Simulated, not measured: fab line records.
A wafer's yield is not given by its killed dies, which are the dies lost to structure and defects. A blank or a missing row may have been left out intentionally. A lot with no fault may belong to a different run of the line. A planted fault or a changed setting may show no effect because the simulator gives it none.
Chamber matching || flow n5_finfet || N5_BEOL_M7_STRIP_67 on rie_diel-04 has 4 sister chambers
The step strips in CF4. 4 wafers are shown with their chamber, then 12 later ones without.

## WAFERS WITH THEIR CHAMBER
{"wafer": "L087.1", "chamber": 1, "drypump_motor_current_A (A)": 6.3}
{"wafer": "L088.3", "chamber": 3, "drypump_motor_current_A (A)": 5.2}
{"wafer": "L090.1", "chamber": 0, "drypump_motor_current_A (A)": 5.7}
{"wafer": "L090.5", "chamber": 2, "drypump_motor_current_A (A)": 5.9}

## WAFERS WITHOUT THEIR CHAMBER
{"wafer": "L091.2", "drypump_motor_current_A (A)": 5.2}
{"wafer": "L091.3", "drypump_motor_current_A (A)": 6.3}
{"wafer": "L091.4", "drypump_motor_current_A (A)": 5.9}
{"wafer": "L092.2", "drypump_motor_current_A (A)": 5.7}
{"wafer": "L092.5", "drypump_motor_current_A (A)": 6.3}
{"wafer": "L092.6", "drypump_motor_current_A (A)": 5.7}
{"wafer": "L094.1", "drypump_motor_current_A (A)": 5.3}
{"wafer": "L094.4", "drypump_motor_current_A (A)": 5.7}
{"wafer": "L094.6", "drypump_motor_current_A (A)": 5.7}
{"wafer": "L097.3", "drypump_motor_current_A (A)": 5.9}
{"wafer": "L097.4", "drypump_motor_current_A (A)": 6.3}
{"wafer": "L097.6", "drypump_motor_current_A (A)": 5.9}

## WHICH CHAMBER EACH WENT THROUGH
{"wafer": "L091.2", "from the rows above": 3, "in truth": 3}
{"wafer": "L091.3", "from the rows above": 1, "in truth": 1}
{"wafer": "L091.4", "from the rows above": 2, "in truth": 2}
{"wafer": "L092.2", "from the rows above": 0, "in truth": 0}
{"wafer": "L092.5", "from the rows above": 1, "in truth": 1}
{"wafer": "L092.6", "from the rows above": 0, "in truth": 0}
{"wafer": "L094.1", "from the rows above": 3, "in truth": 3}
{"wafer": "L094.4", "from the rows above": 0, "in truth": 0}
{"wafer": "L094.6", "from the rows above": 0, "in truth": 0}
{"wafer": "L097.3", "from the rows above": 2, "in truth": 2}
{"wafer": "L097.4", "from the rows above": 1, "in truth": 1}
{"wafer": "L097.6", "from the rows above": 2, "in truth": 2}
Placed correctly: 12 of 12. Left unplaced by these rows: 0. Placed wrongly: 0.
How it was worked out, from the rows above alone: a wafer's distance from a chamber is the root of the sum, over the readings, of the square of ((its reading less the chamber's mean) divided by the reading's scatter). The wafer belongs to the nearest chamber; if the next one is less than 2 further off, it can't be placed. A chamber's mean is the mean of its shown wafers. The scatter: with one shown wafer a chamber, the root of the mean of the squares of how far each hidden wafer lies from its nearest shown one.
